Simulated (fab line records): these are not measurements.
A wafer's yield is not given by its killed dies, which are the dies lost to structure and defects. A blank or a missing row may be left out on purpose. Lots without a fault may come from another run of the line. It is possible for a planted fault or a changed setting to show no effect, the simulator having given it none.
Struck lot and sound lot, side by side + flow nand-harc + 18 out of 1302 route steps
Sound: wafers L250.1, L250.3, L250.6. Struck: wafer L263.2 (left out: L263.4, a lot-mate that was not struck); the cause follows at the end.
Per side, at each step with rows, come the tool, then ch with its chambers, and then its first start. Under that, the readings that differ: sound wafers + struck wafers + difference of the means + sigmas: that difference in standard deviations of wafers without a fault.
alike: a reading whose means differ by less than 2 such deviations, as well as words and numbers matching on both sides. not compared: withheld readings; readings where some wafer has no value; bounds like >300 that might hide an equal value; numbers whose values overlap and for which the record gives no deviation.
The two part at a step that has a row with sigmas, a row that says differs or no value, or rows on one side only. Non-overlapping numbers with no deviation appear without sigmas and do not part them. A reading missing from all wafers of one side parts the sides only when that side holds two or more wafers.

first, 1 step without rows for these wafers: NHARC_A_CONTACT_SRD_22.
NHARC_A_CONTACT_INSPECT_23:
  struck on defect-inspect-02, day 28 10:07; sound on defect-inspect-02, day 23 10:18
  alike: raw-defect-count
then, 9 steps without rows for these wafers: NHARC_A_BLC_DEHYDRATE_00 (time 120 s); NHARC_A_BLC_HMDS_01 (time 30 s); NHARC_A_BLC_COAT_02 (time 75 s); NHARC_A_BLC_COAT_03 (time 65 s); NHARC_A_BLC_COAT_04 (resist thk 90 nm); NHARC_A_BLC_SOFTBAKE_05 (time 55 s); NHARC_A_BLC_EBR_06; NHARC_A_BLC_EXPOSE_07 (exposes mask A BLC, target cd 100 nm); NHARC_A_BLC_PEB_08 (peb time 65 s).
NHARC_A_BLC_DEVELOP_09: develop time 35 s.
  sound on litho-track-06 ch 0, day 23 10:00; struck on litho-track-06 ch 0, day 28 10:00
NHARC_A_BLC_CD_MEAS_10: the cd target is 100 nm.
  sound on cd-sem-03 ch 0, day 23 10:48; struck on cd-sem-01 ch 0, day 28 10:29
| reading    | sound            | struck | difference | sigmas |
|------------|------------------|--------|------------|--------|
| cd-nm (nm) | 100.5 100.9 99.5 | 102.8  | +2.5       | +4     |
NHARC_A_BLC_OVL_MEAS_11:
  struck on overlay-02, day 28 10:35; sound on overlay-02, day 23 10:54
| reading           | sound       | struck | difference | sigmas |
|-------------------|-------------|--------|------------|--------|
| overlay-x-nm (nm) | 1.4 2.1 2.3 | 0.0    | -1.9       | -2     |
  alike: overlay-y-nm
NHARC_A_BLC_INSPECT_12:
  struck on defect-inspect-01, day 28 10:37; sound on defect-inspect-01, day 23 10:56
  alike: raw-defect-count
NHARC_A_BLC_DESCUM_15: chemistry O2, time 3 s.
  sound on rie-diel-11 ch 1,3, day 23 11:00; struck on rie-diel-08 ch 0, day 28 10:41
| reading                         | sound             | struck | difference | sigmas |
|---------------------------------|-------------------|--------|------------|--------|
| oes-product-au (a.u.)           | 1.001 1.000 0.992 | 1.023  | +0.025     | +2     |
| showerhead-plenum-p-Torr (Torr) | 2.05 2.00 2.05    | 1.79   | -0.24      | -2     |
| model.A_BLC.cd-nm (nm)          | 100.7 99.86 99.61 | 102.9  | +2.8       |        |
  alike: drypump-motor-current-A, rf-vpp-V, throttle-valve-pct
  not compared: rf-hours-counter-h
NHARC_A_BLC_ETCH_16: etches the open film in CF4, target depth 39 nm, time 65 s.
  sound on rie-diel-11 ch 0,1,2, day 23 11:05; struck on rie-diel-08 ch 2, day 28 10:47
| reading                | sound                | struck | difference | sigmas |
|------------------------|----------------------|--------|------------|--------|
| throttle-valve-pct (%) | 13.285 13.300 13.285 | 13.270 | -0.020     | -2     |
| model.A_BLC.cd-nm (nm) | 101 100.1 99.8       | 102.7  | +2.4       |        |
  alike: drypump-motor-current-A, oes-product-au, rf-vpp-V, showerhead-plenum-p-Torr
  not compared: rf-hours-counter-h
NHARC_A_BLC_ETCH_17: etches the open film in N2/H2, target depth 390 nm, time 609.38 s.
  sound on rie-diel-11 ch 0,2,3; struck on rie-diel-08 ch 1
| reading                     | sound       | struck | difference | sigmas |
|-----------------------------|-------------|--------|------------|--------|
| drypump-motor-current-A (A) | 5.4 6.3 6.2 | 4.9    | -1.1       | -2     |
  alike: n2-flow-sccm, oes-product-au, rf-vpp-V, showerhead-plenum-p-Torr, throttle-valve-pct
  not compared: rf-hours-counter-h

== WHERE THEY PART ==
First at NHARC_A_BLC_CD_MEAS_10; last, within this record, at NHARC_A_BLC_ETCH_17.

WHY: whatever the simulator had introduced
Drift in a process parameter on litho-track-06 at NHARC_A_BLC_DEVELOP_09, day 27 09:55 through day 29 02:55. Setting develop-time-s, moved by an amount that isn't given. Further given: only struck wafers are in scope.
